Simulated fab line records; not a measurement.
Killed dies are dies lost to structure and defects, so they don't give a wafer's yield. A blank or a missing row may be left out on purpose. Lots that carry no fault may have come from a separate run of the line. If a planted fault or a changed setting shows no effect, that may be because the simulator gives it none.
Which tool is to blame? -- flow n5-finfet -- 8 lots, 24 wafers sampled, at 5 steps of a route of 1938

== WHAT EACH GAUGE READ, for each wafer ==
N5_BEOL_M15_RC_MEAS_101.
lot,measured,on,COMB_M10 (S/m),COMB_M11 (S/m),COMB_M11_max_site (S/m),COMB_M12 (S/m),COMB_M13 (S/m),COMB_M14 (S/m),COMB_M15 (S/m),COMB_M5 (S/m),COMB_M6 (S/m),COMB_M7 (S/m),COMB_M8 (S/m),COMB_M9 (S/m),SERP_M10 (ohm/um),SERP_M11 (ohm/um),SERP_M12 (ohm/um),SERP_M12_max_site (ohm/um),SERP_M13 (ohm/um),SERP_M14 (ohm/um),SERP_M5 (ohm/um),SERP_M5_max_site (ohm/um),SERP_M6 (ohm/um),SERP_M7 (ohm/um),SERP_M8 (ohm/um),SERP_M9 (ohm/um)
L341,day 11 21:00,prober-01,1.4e-11 1.8e-11 1.3e-11,1.2e-11 1.7e-11 1.3e-11,1.7e-11 2.4e-11 1.8e-11,5.5e-12 6.8e-12 6.4e-12,4.1e-12 5.3e-12 2.2e-12,2e-12 4.1e-12 4.3e-12,2e-12 1.7e-12 2.9e-12,3e-11 2.7e-11 2.9e-11,3.5e-11 2.5e-11 3.2e-11,2.7e-11 2.7e-11 2.1e-11,2.2e-11 2.2e-11 1.7e-11,1.1e-11 1.1e-11 1e-11,3.01 3.15 3.09,3.10 3.05 2.84,0.620 0.627 0.594,0.635 0.635 0.607,0.311 0.331 0.313,0.143 0.162 0.143,36.1 35.5 39.8,37.8 37.2 40.5,13.2 13.6 13.6,13.3 14.4 14.4,14.0 13.4 14.7,3.10 2.99 3.09
L342,day 12 19:05,prober-01,1.3e-11 1.8e-11 1.5e-11,1.6e-11 1.3e-11 1.3e-11,1.9e-11 1.6e-11 1.7e-11,6.6e-12 5.4e-12 4.6e-12,4.3e-12 3.3e-12 4.2e-12,2.5e-12 3.3e-12 3.1e-12,1.3e-12 1.8e-12 2.3e-12,4.5e-11 3.8e-11 4.1e-11,3.2e-11 3.2e-11 3.9e-11,2e-11 2.2e-11 1.8e-11,2.9e-11 3.1e-11 3.1e-11,1.2e-11 1.4e-11 1.4e-11,3.07 2.96 3.05,2.94 3.06 3.01,0.634 0.641 0.622,0.646 0.661 0.637,0.316 0.317 0.320,0.151 0.163 0.153,42.3 36.2 38.4,43.9 37.6 40.2,13.9 13.2 13.2,14.6 14.5 14.8,14.7 13.6 14.4,3.19 3.12 3.08
L344,day 13 06:44,prober-01,2.3e-11 1.5e-11 1.9e-11,1.4e-11 1e-11 1e-11,1.9e-11 2.7e-11 1.4e-11,6.6e-12 6.3e-12 5.8e-12,3.1e-12 3.4e-12 3.2e-12,3.5e-12 3.2e-12 2.9e-12,2.1e-12 1.4e-12 1.6e-12,3e-11 4.4e-11 3.4e-11,1.8e-11 1.9e-11 2e-11,2.9e-11 2.7e-11 3.1e-11,2.9e-11 2.5e-11 4.6e-11,1.3e-11 8e-12 1.4e-11,3.02 2.75 2.94,3.01 3.14 3.25,0.632 0.633 0.644,0.640 0.662 0.653,0.308 0.304 0.302,0.169 0.157 0.161,33.1 34.7 34.0,34.6 36.0 35.5,14.5 14.6 12.7,12.7 13.5 12.2,13.3 13.5 12.9,3.03 3.09 3.12
L353,day 15 06:37,prober-02,1.3e-11 1.3e-11 1.2e-11,1.3e-11 1e-11 1.2e-11,1.7e-11 2e-11 1.4e-11,5.1e-12 4.7e-12 4.9e-12,2.7e-12 4.3e-12 3.6e-12,4.3e-12 3.8e-12 2.8e-12,9e-13 1.2e-12 1.5e-12,4.2e-11 3.6e-11 4.2e-11,1.9e-11 2.4e-11 1.9e-11,2e-11 1.9e-11 2.8e-11,2.1e-11 2.1e-11 2.6e-11,1.5e-11 1.2e-11 2.3e-11,3.12 3.12 3.13,3.10 3.03 3.04,0.656 0.629 0.643,0.667 0.646 0.654,0.309 0.312 0.290,0.159 0.161 0.172,36.5 35.5 37.0,38.5 36.1 37.7,12.8 12.6 13.0,13.1 13.2 13.9,13.7 13.9 14.7,3.20 2.85 3.01
L352,day 15 09:28,prober-01,1.1e-11 1.2e-11 9e-12,1.5e-11 1.3e-11 1.1e-11,1.9e-11 2e-11 1.9e-11,6.9e-12 6.6e-12 9.7e-12,4.3e-12 4e-12 4.1e-12,3.3e-12 2.4e-12 3.3e-12,2.4e-12 2.6e-12 2.3e-12,3.9e-11 3.9e-11 4e-11,3e-11 2.3e-11 3.6e-11,2.5e-11 2.8e-11 2.7e-11,3.6e-11 2.5e-11 2.9e-11,1.5e-11 1.8e-11 1.8e-11,3.10 3.00 3.06,3.07 3.18 3.12,0.657 0.643 0.638,0.661 0.660 0.655,0.309 0.296 0.303,0.151 0.171 0.152,38.8 36.3 34.1,41.0 36.8 36.0,12.4 13.2 14.0,13.2 14.4 14.1,12.7 14.1 15.1,3.01 3.24 3.13
L355,day 15 19:15,prober-02,1e-11 1.1e-11 1.2e-11,1.1e-11 1.3e-11 1e-11,1.7e-11 2.5e-11 1.8e-11,5.8e-12 6.3e-12 5.8e-12,4.2e-12 5e-12 6.4e-12,2.3e-12 2.9e-12 2.9e-12,2.2e-12 1.9e-12 2.2e-12,4.3e-11 4.1e-11 2.7e-11,2.6e-11 3.1e-11 2.7e-11,3.3e-11 3.4e-11 2.6e-11,2.2e-11 2.5e-11 2.8e-11,1.4e-11 1.7e-11 1.5e-11,2.78 2.89 2.82,3.01 3.04 3.20,0.664 0.627 0.663,0.683 0.637 0.671,0.303 0.316 0.306,0.161 0.154 0.160,35.7 39.6 37.9,38.6 41.3 41.4,14.5 15.0 15.5,13.1 12.7 14.0,12.5 13.0 13.1,3.01 2.99 3.20
L358,day 16 12:57,prober-02,1.8e-11 1.8e-11 1.3e-11,1.4e-11 2.3e-11 2.4e-11,2e-11 3.6e-11 5e-11,4.7e-12 6.9e-12 3.6e-12,4.2e-12 2.9e-12 2.5e-12,3e-12 2.1e-12 2e-12,1.3e-12 1.6e-12 1.8e-12,5.3e-11 4.2e-11 3.6e-11,2.2e-11 2.8e-11 2.6e-11,2.4e-11 2.9e-11 2.6e-11,3.2e-11 2.8e-11 3.9e-11,1.3e-11 1.8e-11 2.1e-11,2.83 2.78 2.96,2.97 3.07 2.92,0.619 0.672 0.654,0.634 0.687 0.670,0.312 0.318 0.297,0.154 0.170 0.147,37.1 38.8 35.9,38.9 41.3 37.6,13.3 14.2 12.9,13.7 13.2 14.1,13.7 14.1 13.5,3.16 3.08 3.16
L361,day 17 10:58,prober-02,1e-11 1.3e-11 1.1e-11,9e-12 1.3e-11 1.2e-11,1.2e-11 2.2e-11 1.6e-11,3.7e-12 3.6e-12 4.6e-12,5.2e-12 5.8e-12 6.1e-12,2e-12 3.2e-12 2.5e-12,9e-13 1.1e-12 1.3e-12,2.4e-11 3.6e-11 3.9e-11,2.4e-11 1.7e-11 1.8e-11,2.2e-11 3.3e-11 3.2e-11,2.1e-11 3.3e-11 3.7e-11,1.5e-11 1.6e-11 1.2e-11,3.04 3.08 3.00,3.03 2.99 3.10,0.615 0.603 0.606,0.629 0.619 0.623,0.297 0.315 0.312,0.153 0.155 0.165,34.6 40.3 36.2,36.1 42.0 38.3,14.6 13.4 15.2,13.1 13.8 13.7,13.7 13.2 14.4,3.13 3.06 3.01

== EACH LOT AND THE TOOL THAT RAN IT (in order: tool; ch and the chambers of the sampled wafers; start) ==
lot,N5_BEOL_M11_ALD_74,N5_BEOL_M15_STRIP_36,N5_BEOL_M15_DEGAS_41,N5_BEOL_M15_CMP_49
L341,"ald-metal-03 ch 1,2, day 10 11:16","rie-diel-02 ch 0,1,3, day 11 18:48","pvd-sputter-03, day 11 19:13","cmp-03 ch 1,2,3, day 11 20:13"
L342,"ald-metal-04 ch 0,2, day 11 20:56","rie-diel-05 ch 1,3, day 12 16:16","pvd-sputter-01, day 12 17:10","cmp-01 ch 0,3, day 12 18:18"
L344,"ald-metal-04 ch 1,2, day 11 22:00","rie-diel-03 ch 0,1,2, day 13 04:23","pvd-sputter-02, day 13 05:02","cmp-04 ch 0,3, day 13 06:06"
L353,"ald-metal-03 ch 0,1,3, day 13 21:48","rie-diel-05 ch 0,3, day 15 04:20","pvd-sputter-02, day 15 04:41","cmp-04 ch 2,3, day 15 05:59"
L352,"ald-metal-01 ch 1,3, day 14 07:28","rie-diel-05 ch 0,1,3, day 15 07:21","pvd-sputter-01, day 15 08:00","cmp-03 ch 1,2,3, day 15 09:04"
L355,"ald-metal-03 ch 0,2,3, day 14 11:58","rie-diel-03 ch 0,1, day 15 17:02","pvd-sputter-02, day 15 17:34","cmp-01 ch 0,1,3, day 15 18:32"
L358,"ald-metal-03 ch 0,1,2, day 15 14:07","rie-diel-05 ch 0,1, day 16 10:46","pvd-sputter-03, day 16 11:17","cmp-04 ch 0,2,3, day 16 12:23"
L361,"ald-metal-01 ch 0,2,3, day 16 07:14","rie-diel-05 ch 1,2,3, day 17 08:11","pvd-sputter-01, day 17 09:21","cmp-01 ch 0,1,3, day 17 10:29"
- N5_BEOL_M11_ALD_74: deposits TaN, target thk 2 nm, pulse time 2 s, purge time 3 s.
- N5_BEOL_M15_STRIP_36: strips in O2.
- N5_BEOL_M15_DEGAS_41: time 60 s.
- N5_BEOL_M15_CMP_49: polishes, stops on SiO2, t overpolish 4.9 s, target thk 850 nm.

== AS READ BY THE TOOLS THEMSELVES (means over the sampled wafers that have a number; for cases with no such wafer, the mark the record gives instead) ==
N5_BEOL_M11_ALD_74.
lot,tool,heater-power-outer-w (W),heater-power-w (W),susceptor-temp-C (C)
L341,ald-metal-03,256,435,274.84
L342,ald-metal-04,226,432,275.21
L344,ald-metal-04,231,437,274.93
L353,ald-metal-03,243,441,275.00
L352,ald-metal-01,263,459,275.10
L355,ald-metal-03,231,432,274.74
L358,ald-metal-03,239,423,274.92
L361,ald-metal-01,257,450,275.06

N5_BEOL_M15_STRIP_36.
lot,tool,drypump-motor-current-A (A),oes-product-au (a.u.),rf-vpp-V (V),showerhead-plenum-p-Torr (Torr),temp-c (C),throttle-valve-pct (%)
L341,rie-diel-02,5.5,0.79,3.5,2.06,60.04,16.61
L342,rie-diel-05,5.9,0.74,3.7,2.12,59.92,16.69
L344,rie-diel-03,5.3,0.87,3.5,2.11,60.17,16.55
L353,rie-diel-05,6.2,0.83,3.7,2.04,59.90,16.72
L352,rie-diel-05,5.9,0.80,3.2,2.07,60.06,16.60
L355,rie-diel-03,5.1,0.79,3.3,2.06,59.92,16.68
L358,rie-diel-05,5.7,0.75,3.8,2.10,59.85,16.47
L361,rie-diel-05,6.0,0.73,3.7,2.09,60.00,16.76

N5_BEOL_M15_DEGAS_41.
lot,tool,heater-power-w (W),susceptor-temp-C (C)
L341,pvd-sputter-03,473,299.95
L342,pvd-sputter-01,424,300.04
L344,pvd-sputter-02,448,299.87
L353,pvd-sputter-02,443,299.82
L352,pvd-sputter-01,446,300.09
L355,pvd-sputter-02,450,300.01
L358,pvd-sputter-03,466,300.05
L361,pvd-sputter-01,462,299.89

N5_BEOL_M15_CMP_49.
lot,tool,barrier-field-endpoint-s (s),clearing-platen-rpm (rpm),edge-zone-pressure-frac,motor-current-A (A),overpolish-run-s (s),slurry-flow-ml-min
L341,cmp-03,11.38,79.98,0.998,8.3,4.899,149.9
L342,cmp-01,11.14,79.99,0.997,7.5,4.900,149.9
L344,cmp-04,11.10,79.98,0.998,8.4,4.901,149.8
L353,cmp-04,11.00,79.93,1.001,9.1,4.892,149.7
L352,cmp-03,11.54,80.06,0.998,8.1,4.896,149.8
L355,cmp-01,11.38,79.96,1.001,8.0,4.896,150.0
L358,cmp-04,11.35,79.97,1.001,8.8,4.899,149.8
L361,cmp-01,11.30,80.01,0.999,7.8,4.893,150.2

== THE ANSWER, worked out from the rows above alone ==
Rule: usual is defined by the lots themselves. Put in order of their means at a reading, lots are off if they are a third of the lots or fewer, leave a main group of 4 or more, and stand apart from it by a gap of 3 or more times the standard deviation of the main group's means; of several such gaps the widest counts. The tables above print the reading to a certain number of digits; a main group whose means all agree to those digits is not used. A lot without any number at a reading at which 4 lots or more have one is off too. Where the step has rows for the other lots, those lots are counted as sound. After the gauges, taken in route order, come the tools' own readings; for these a lot's mean is taken, as printed above. At the first step where some lot is off, the reading lying furthest off is the one used; lots without a number count as furthest.
Off: L358, at N5_BEOL_M15_RC_MEAS_101 (COMB_M11_max_site). The main group: mean 1.9e-11 S/m, standard deviation 1.4e-12.
If a tool, at a process step before that reading, ran all the lots that are off and no sound lot after the first of them, it fits. The gauges at N5_BEOL_M15_RC_MEAS_101 are tried like those tools. Can't be told from this: 3 tools fit, ald-metal-03 at N5_BEOL_M11_ALD_74, pvd-sputter-03 at N5_BEOL_M15_DEGAS_41, cmp-04 at N5_BEOL_M15_CMP_49.

== WHAT THE SIMULATOR PUT IN ==
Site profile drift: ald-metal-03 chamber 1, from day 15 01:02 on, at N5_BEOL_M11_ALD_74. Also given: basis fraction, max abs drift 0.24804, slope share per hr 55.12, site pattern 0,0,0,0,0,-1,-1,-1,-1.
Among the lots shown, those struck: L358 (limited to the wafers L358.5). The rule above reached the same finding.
